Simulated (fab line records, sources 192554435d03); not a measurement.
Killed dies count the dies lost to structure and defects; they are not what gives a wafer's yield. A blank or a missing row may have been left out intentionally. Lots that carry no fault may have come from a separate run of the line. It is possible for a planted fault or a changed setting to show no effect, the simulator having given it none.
Which of the tools did it? / flow n5Finfet / Sampling: 9 lots, 27 wafers, 6 of 1938 route steps

## WHAT EACH GAUGE READ, for each wafer
N5_HKMG_FIN_CD_MEAS_12 targets a cd of 92.8 nm. Usual: cdNm 93.0 nm, standard deviation 0.57.
lot=L724; measured=day 4 02:59; on=cdSem-01; cdNm (nm)=92.5 92.6 93.9; flag=
lot=L726; measured=day 4 20:05; on=cdSem-01; cdNm (nm)=93.6 93.9 94.0; flag=
lot=L728; measured=day 5 04:19; on=cdSem-02; cdNm (nm)=92.8 92.7 93.3; flag=
lot=L735; measured=day 6 21:55; on=cdSem-02; cdNm (nm)=93.0 92.9 92.8; flag=
lot=L737; measured=day 7 08:47; on=cdSem-02; cdNm (nm)=93.0 92.9 93.3; flag=
lot=L738; measured=day 7 15:22; on=cdSem-01; cdNm (nm)=99.7 98.5 99.3; flag=OFF
lot=L742; measured=day 8 12:56; on=cdSem-03; cdNm (nm)=93.1 93.4 93.9; flag=
lot=L744; measured=day 9 02:24; on=cdSem-01; cdNm (nm)=97.5 97.8 97.5; flag=OFF
lot=L747; measured=day 9 23:08; on=cdSem-02; cdNm (nm)=92.2 92.2 92.7; flag=

N5_BEOL_M4_RC_MEAS_101. Usual: DIBL_N 36.4 mV/V, standard deviation 1.5; DIBL_P 36.4 mV/V, standard deviation 1.6; IOFF_N 0.164 nA/um, standard deviation 0.025; IOFF_P 0.214 nA/um, standard deviation 0.028; ION_N 675 uA/um, standard deviation 9.9; ION_P 463 uA/um, standard deviation 6.5; SS_N 71.5 mV/dec, standard deviation 0.5; SS_P 73.3 mV/dec, standard deviation 0.56; VT_N 249.2 mV, standard deviation 2.7; VT_P -250.1 mV, standard deviation 2.8.
lot=L724; measured=day 7 20:11; on=prober-02; DIBL_N (mV/V)=36.5 37.0 37.2; DIBL_P (mV/V)=35.4 36.7 36.3; IOFF_N (nA/um)=0.134 0.155 0.149; IOFF_P (nA/um)=0.171 0.186 0.185; ION_N (uA/um)=664 688 660; ION_P (uA/um)=453 458 451; SS_N (mV/dec)=71.2 70.7 70.8; SS_P (mV/dec)=73.7 73.7 73.2; VT_N (mV)=250.4 248.1 251.0; VT_P (mV)=-256.0 -253.7 -256.5; flag=
lot=L726; measured=day 8 12:26; on=prober-02; DIBL_N (mV/V)=35.8 36.0 35.8; DIBL_P (mV/V)=37.5 37.2 36.9; IOFF_N (nA/um)=0.165 0.168 0.166; IOFF_P (nA/um)=0.224 0.219 0.208; ION_N (uA/um)=677 682 687; ION_P (uA/um)=471 467 467; SS_N (mV/dec)=71.8 71.8 70.9; SS_P (mV/dec)=73.8 73.6 73.2; VT_N (mV)=249.6 247.4 248.3; VT_P (mV)=-249.5 -249.8 -250.5; flag=
lot=L728; measured=day 8 21:29; on=prober-01; DIBL_N (mV/V)=35.8 35.2 34.1; DIBL_P (mV/V)=35.7 34.7 34.3; IOFF_N (nA/um)=0.163 0.154 0.136; IOFF_P (nA/um)=0.214 0.195 0.186; ION_N (uA/um)=678 676 664; ION_P (uA/um)=462 460 460; SS_N (mV/dec)=70.9 71.1 70.7; SS_P (mV/dec)=73.4 73.3 72.3; VT_N (mV)=250.3 250.3 253.4; VT_P (mV)=-252.0 -250.5 -251.6; flag=
lot=L735; measured=day 10 18:33; on=prober-01; DIBL_N (mV/V)=35.4 36.5 34.9; DIBL_P (mV/V)=35.3 37.1 34.9; IOFF_N (nA/um)=0.159 0.188 0.156; IOFF_P (nA/um)=0.232 0.260 0.230; ION_N (uA/um)=683 695 667; ION_P (uA/um)=478 477 460; SS_N (mV/dec)=72.0 72.6 72.1; SS_P (mV/dec)=73.2 73.9 73.2; VT_N (mV)=249.1 244.5 248.4; VT_P (mV)=-247.9 -246.2 -246.7; flag=
lot=L737; measured=day 11 04:34; on=prober-01; DIBL_N (mV/V)=31.7 33.6 34.8; DIBL_P (mV/V)=32.8 35.4 36.4; IOFF_N (nA/um)=0.103 0.128 0.140; IOFF_P (nA/um)=0.155 0.193 0.198; ION_N (uA/um)=652 664 672; ION_P (uA/um)=451 465 470; SS_N (mV/dec)=70.7 70.8 70.8; SS_P (mV/dec)=71.8 72.8 73.1; VT_N (mV)=256.0 252.9 250.1; VT_P (mV)=-251.5 -250.6 -249.8; flag=
lot=L738; measured=day 11 03:19; on=prober-01; DIBL_N (mV/V)=37.4 37.2 37.9; DIBL_P (mV/V)=38.4 38.6 38.8; IOFF_N (nA/um)=0.186 0.181 0.203; IOFF_P (nA/um)=0.244 0.239 0.244; ION_N (uA/um)=676 677 679; ION_P (uA/um)=466 464 458; SS_N (mV/dec)=71.7 71.7 72.0; SS_P (mV/dec)=73.3 73.4 73.5; VT_N (mV)=248.0 249.7 248.6; VT_P (mV)=-251.3 -250.6 -246.8; flag=
lot=L742; measured=day 12 12:46; on=prober-02; DIBL_N (mV/V)=36.6 37.7 36.6; DIBL_P (mV/V)=36.1 37.9 36.4; IOFF_N (nA/um)=0.169 0.189 0.160; IOFF_P (nA/um)=0.222 0.250 0.222; ION_N (uA/um)=680 681 669; ION_P (uA/um)=464 469 469; SS_N (mV/dec)=72.2 71.9 72.1; SS_P (mV/dec)=74.0 73.8 74.0; VT_N (mV)=246.4 244.4 248.8; VT_P (mV)=-247.6 -248.1 -249.1; flag=
lot=L744; measured=day 13 00:23; on=prober-01; DIBL_N (mV/V)=37.0 36.1 36.7; DIBL_P (mV/V)=37.4 36.9 37.4; IOFF_N (nA/um)=0.161 0.150 0.152; IOFF_P (nA/um)=0.218 0.207 0.208; ION_N (uA/um)=674 677 669; ION_P (uA/um)=463 464 464; SS_N (mV/dec)=71.5 72.0 71.9; SS_P (mV/dec)=73.1 72.8 73.1; VT_N (mV)=247.9 247.4 248.8; VT_P (mV)=-252.6 -249.7 -250.3; flag=
lot=L747; measured=day 13 15:23; on=prober-02; DIBL_N (mV/V)=37.4 36.6 37.8; DIBL_P (mV/V)=37.1 36.1 36.8; IOFF_N (nA/um)=0.184 0.164 0.174; IOFF_P (nA/um)=0.225 0.212 0.218; ION_N (uA/um)=675 674 678; ION_P (uA/um)=464 457 459; SS_N (mV/dec)=71.4 71.6 71.2; SS_P (mV/dec)=73.8 73.7 74.1; VT_N (mV)=246.9 251.0 249.6; VT_P (mV)=-250.5 -251.4 -249.9; flag=

## WHICH TOOL RAN EACH LOT (tool, then ch and the chambers of the sampled wafers, then the start)
lot=L724; N5_HKMG_FIN_ETCH_55=rieDiel-02 ch 2,3, day 3 23:46; N5_HKMG_FIN_STRIP_93=rieDiel-02 ch 2,3, day 4 00:24; N5_HKMG_FIN_ALD_79=aldMetal-03 ch 0,1, day 4 01:02; N5_HKMG_FIN_EXPOSE_09=arfiScanner-01 ch 0, day 4 02:51
lot=L726; N5_HKMG_FIN_ETCH_55=rieDiel-04 ch 0,2,3, day 4 16:16; N5_HKMG_FIN_STRIP_93=rieDiel-04 ch 0,2,3, day 4 16:51; N5_HKMG_FIN_ALD_79=aldMetal-03 ch 0,1, day 4 17:28; N5_HKMG_FIN_EXPOSE_09=arfiScanner-02 ch 0, day 4 19:58
lot=L728; N5_HKMG_FIN_ETCH_55=rieDiel-04 ch 1,3, day 5 01:00; N5_HKMG_FIN_STRIP_93=rieDiel-04 ch 1,3, day 5 01:38; N5_HKMG_FIN_ALD_79=aldMetal-03 ch 0,2,3, day 5 02:16; N5_HKMG_FIN_EXPOSE_09=arfiScanner-02 ch 0, day 5 04:11
lot=L735; N5_HKMG_FIN_ETCH_55=rieDiel-02 ch 0,1,3, day 6 18:40; N5_HKMG_FIN_STRIP_93=rieDiel-02 ch 0,1,3, day 6 19:18; N5_HKMG_FIN_ALD_79=aldMetal-04 ch 1,2,3, day 6 19:56; N5_HKMG_FIN_EXPOSE_09=arfiScanner-01 ch 0, day 6 21:47
lot=L737; N5_HKMG_FIN_ETCH_55=rieDiel-02 ch 1,2, day 7 05:31; N5_HKMG_FIN_STRIP_93=rieDiel-02 ch 1,2, day 7 06:09; N5_HKMG_FIN_ALD_79=aldMetal-04 ch 1,2,3, day 7 06:47; N5_HKMG_FIN_EXPOSE_09=arfiScanner-01 ch 0, day 7 08:40
lot=L738; N5_HKMG_FIN_ETCH_55=rieDiel-02 ch 0,1,2, day 7 12:16; N5_HKMG_FIN_STRIP_93=rieDiel-02 ch 0,1,2, day 7 12:53; N5_HKMG_FIN_ALD_79=aldMetal-04 ch 0,2,3, day 7 13:34; N5_HKMG_FIN_EXPOSE_09=arfiScanner-01 ch 0, day 7 15:14
lot=L742; N5_HKMG_FIN_ETCH_55=rieDiel-04 ch 0,1,3, day 8 09:44; N5_HKMG_FIN_STRIP_93=rieDiel-04 ch 0,1,3, day 8 10:22; N5_HKMG_FIN_ALD_79=aldMetal-02 ch 1,2,3, day 8 11:00; N5_HKMG_FIN_EXPOSE_09=arfiScanner-02 ch 0, day 8 12:49
lot=L744; N5_HKMG_FIN_ETCH_55=rieDiel-04 ch 0,1,3, day 8 23:12; N5_HKMG_FIN_STRIP_93=rieDiel-04 ch 0,1,3, day 8 23:50; N5_HKMG_FIN_ALD_79=aldMetal-04 ch 0,1,2, day 9 00:28; N5_HKMG_FIN_EXPOSE_09=arfiScanner-01 ch 0, day 9 02:16
lot=L747; N5_HKMG_FIN_ETCH_55=rieDiel-02 ch 1,2,3, day 9 19:57; N5_HKMG_FIN_STRIP_93=rieDiel-02 ch 1,2,3, day 9 20:35; N5_HKMG_FIN_ALD_79=aldMetal-04 ch 0,3, day 9 21:13; N5_HKMG_FIN_EXPOSE_09=arfiScanner-02 ch 0, day 9 23:01
- N5_HKMG_FIN_ETCH_55: etches SOC in N2/H2, target depth 240 nm, time 300 s.
- N5_HKMG_FIN_STRIP_93: strips SOC in N2/H2, time 20 s.
- N5_HKMG_FIN_ALD_79: deposits TiN, target thk 1.5 nm, pulse time 1 s, purge time 3 s.
- N5_HKMG_FIN_EXPOSE_09: exposes mask NWFM.

## WHAT THE TOOLS THEMSELVES READ (means of the sampled wafers that have a number; where no wafer has one, the mark that the record gives instead)
N5_HKMG_FIN_ETCH_55. Usual: drypumpMotorCurrentA 5.5 A, standard deviation 0.4; oesProductAu 0.82 a.u., standard deviation 0.099; rfVppV 524.4 V, standard deviation 2.3; showerheadPlenumPTorr 2.56 Torr, standard deviation 0.077; throttleValvePct 17.94 %, standard deviation 0.29.
lot=L724; tool=rieDiel-02; drypumpMotorCurrentA (A)=5.0; oesProductAu (a.u.)=0.77; rfVppV (V)=521.8; showerheadPlenumPTorr (Torr)=2.48; throttleValvePct (%)=18.01; flag=
lot=L726; tool=rieDiel-04; drypumpMotorCurrentA (A)=5.5; oesProductAu (a.u.)=0.86; rfVppV (V)=525.4; showerheadPlenumPTorr (Torr)=2.60; throttleValvePct (%)=18.10; flag=
lot=L728; tool=rieDiel-04; drypumpMotorCurrentA (A)=5.0; oesProductAu (a.u.)=0.75; rfVppV (V)=524.7; showerheadPlenumPTorr (Torr)=2.54; throttleValvePct (%)=17.89; flag=
lot=L735; tool=rieDiel-02; drypumpMotorCurrentA (A)=5.3; oesProductAu (a.u.)=0.83; rfVppV (V)=523.4; showerheadPlenumPTorr (Torr)=2.52; throttleValvePct (%)=17.77; flag=
lot=L737; tool=rieDiel-02; drypumpMotorCurrentA (A)=5.1; oesProductAu (a.u.)=0.80; rfVppV (V)=521.5; showerheadPlenumPTorr (Torr)=2.45; throttleValvePct (%)=17.91; flag=
lot=L738; tool=rieDiel-02; drypumpMotorCurrentA (A)=5.3; oesProductAu (a.u.)=0.80; rfVppV (V)=522.6; showerheadPlenumPTorr (Torr)=2.48; throttleValvePct (%)=17.86; flag=
lot=L742; tool=rieDiel-04; drypumpMotorCurrentA (A)=5.2; oesProductAu (a.u.)=0.81; rfVppV (V)=524.1; showerheadPlenumPTorr (Torr)=2.55; throttleValvePct (%)=17.93; flag=
lot=L744; tool=rieDiel-04; drypumpMotorCurrentA (A)=5.2; oesProductAu (a.u.)=0.80; rfVppV (V)=524.4; showerheadPlenumPTorr (Torr)=2.55; throttleValvePct (%)=17.95; flag=
lot=L747; tool=rieDiel-02; drypumpMotorCurrentA (A)=5.1; oesProductAu (a.u.)=0.78; rfVppV (V)=521.5; showerheadPlenumPTorr (Torr)=2.48; throttleValvePct (%)=17.87; flag=

N5_HKMG_FIN_STRIP_93. Usual: drypumpMotorCurrentA 5.5 A, standard deviation 0.4; oesProductAu 0.82 a.u., standard deviation 0.096; rfVppV 54.4 V, standard deviation 0.8; showerheadPlenumPTorr 3.38 Torr, standard deviation 0.098; throttleValvePct 19.1 %, standard deviation 0.47.
lot=L724; tool=rieDiel-02; drypumpMotorCurrentA (A)=5.0; oesProductAu (a.u.)=0.76; rfVppV (V)=54.3; showerheadPlenumPTorr (Torr)=3.28; throttleValvePct (%)=19.2; flag=
lot=L726; tool=rieDiel-04; drypumpMotorCurrentA (A)=5.5; oesProductAu (a.u.)=0.85; rfVppV (V)=54.2; showerheadPlenumPTorr (Torr)=3.44; throttleValvePct (%)=19.4; flag=
lot=L728; tool=rieDiel-04; drypumpMotorCurrentA (A)=5.0; oesProductAu (a.u.)=0.75; rfVppV (V)=54.7; showerheadPlenumPTorr (Torr)=3.34; throttleValvePct (%)=18.9; flag=
lot=L735; tool=rieDiel-02; drypumpMotorCurrentA (A)=5.3; oesProductAu (a.u.)=0.82; rfVppV (V)=54.1; showerheadPlenumPTorr (Torr)=3.33; throttleValvePct (%)=18.8; flag=
lot=L737; tool=rieDiel-02; drypumpMotorCurrentA (A)=5.1; oesProductAu (a.u.)=0.80; rfVppV (V)=53.9; showerheadPlenumPTorr (Torr)=3.24; throttleValvePct (%)=18.9; flag=
lot=L738; tool=rieDiel-02; drypumpMotorCurrentA (A)=5.3; oesProductAu (a.u.)=0.80; rfVppV (V)=54.2; showerheadPlenumPTorr (Torr)=3.28; throttleValvePct (%)=18.8; flag=
lot=L742; tool=rieDiel-04; drypumpMotorCurrentA (A)=5.2; oesProductAu (a.u.)=0.81; rfVppV (V)=54.8; showerheadPlenumPTorr (Torr)=3.37; throttleValvePct (%)=19.1; flag=
lot=L744; tool=rieDiel-04; drypumpMotorCurrentA (A)=5.2; oesProductAu (a.u.)=0.80; rfVppV (V)=54.7; showerheadPlenumPTorr (Torr)=3.37; throttleValvePct (%)=19.0; flag=
lot=L747; tool=rieDiel-02; drypumpMotorCurrentA (A)=5.1; oesProductAu (a.u.)=0.78; rfVppV (V)=54.2; showerheadPlenumPTorr (Torr)=3.28; throttleValvePct (%)=19.0; flag=

N5_HKMG_FIN_ALD_79. Usual: chamberPressureTorr 3.001 Torr, standard deviation 0.0057; heaterPowerW 883 W, standard deviation 88; precursorPulseHeightRel 1.000, standard deviation 0.019.
lot=L724; tool=aldMetal-03; chamberPressureTorr (Torr)=3.000; heaterPowerW (W)=797; precursorPulseHeightRel=0.994; flag=
lot=L726; tool=aldMetal-03; chamberPressureTorr (Torr)=2.998; heaterPowerW (W)=841; precursorPulseHeightRel=0.998; flag=
lot=L728; tool=aldMetal-03; chamberPressureTorr (Torr)=2.996; heaterPowerW (W)=874; precursorPulseHeightRel=0.994; flag=
lot=L735; tool=aldMetal-04; chamberPressureTorr (Torr)=3.006; heaterPowerW (W)=907; precursorPulseHeightRel=1.013; flag=
lot=L737; tool=aldMetal-04; chamberPressureTorr (Torr)=3.000; heaterPowerW (W)=918; precursorPulseHeightRel=0.995; flag=
lot=L738; tool=aldMetal-04; chamberPressureTorr (Torr)=3.000; heaterPowerW (W)=901; precursorPulseHeightRel=1.021; flag=
lot=L742; tool=aldMetal-02; chamberPressureTorr (Torr)=2.998; heaterPowerW (W)=880; precursorPulseHeightRel=1.004; flag=
lot=L744; tool=aldMetal-04; chamberPressureTorr (Torr)=3.000; heaterPowerW (W)=922; precursorPulseHeightRel=1.017; flag=
lot=L747; tool=aldMetal-04; chamberPressureTorr (Torr)=3.002; heaterPowerW (W)=982; precursorPulseHeightRel=1.026; flag=

N5_HKMG_FIN_EXPOSE_09. Usual: exposureDoseMJCm2 39.22, standard deviation 0.045.
lot=L724 tool=arfiScanner-01 exposureDoseMJCm2=39.20 flag=
lot=L726 tool=arfiScanner-02 exposureDoseMJCm2=39.29 flag=
lot=L728 tool=arfiScanner-02 exposureDoseMJCm2=39.20 flag=
lot=L735 tool=arfiScanner-01 exposureDoseMJCm2=39.22 flag=
lot=L737 tool=arfiScanner-01 exposureDoseMJCm2=39.14 flag=
lot=L738 tool=arfiScanner-01 exposureDoseMJCm2=43.10 flag=OFF
lot=L742 tool=arfiScanner-02 exposureDoseMJCm2=39.24 flag=
lot=L744 tool=arfiScanner-01 exposureDoseMJCm2=42.34 flag=OFF
lot=L747 tool=arfiScanner-02 exposureDoseMJCm2=39.20 flag=

## THE ANSWER, worked out from the rows above alone
Rule: a lot is off if the mean of its wafers that have a number lies more than 3 standard deviations from the usual mean. Also off: a lot with no number at a reading for which 4 or more lots have one. The other lots that the step has rows for count as sound. After the gauges, taken in route order, come the tools' own readings; for these a lot's mean is taken, as printed above. At the first step where some lot is off, the reading lying furthest off is the one used; lots without a number count as furthest.
Off: L738, L744, at N5_HKMG_FIN_CD_MEAS_12 (cdNm).
If a tool, at a process step before that reading, ran all the lots that are off and no sound lot after the first of them, it fits. The gauges at N5_HKMG_FIN_CD_MEAS_12 aren't tried: what is off there is off at N5_HKMG_FIN_EXPOSE_09 too, on other tools, and a gauge's error can't cause that. One candidate fits, namely arfiScanner-01 at N5_HKMG_FIN_EXPOSE_09. Its last sound lot is L737 (day 7 08:40), its first lot that is off L738 (day 7 15:14): a fault that began between those two fits.
The tool's own readings at N5_HKMG_FIN_EXPOSE_09 bear it out: on the lots that are off they differ by more than 5 times the standard deviation of the sound lots' means. exposureDoseMJCm2 reads 42.72 there against 39.21 on the sound lots.

## WHAT WAS PUT IN BY THE SIMULATOR
Drift in process parameters on arfiScanner-01 at N5_HKMG_FIN_EXPOSE_09, starting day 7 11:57. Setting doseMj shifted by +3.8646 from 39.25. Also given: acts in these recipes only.
Shown lots that were struck: L738, L744. Same finding as the rule above.
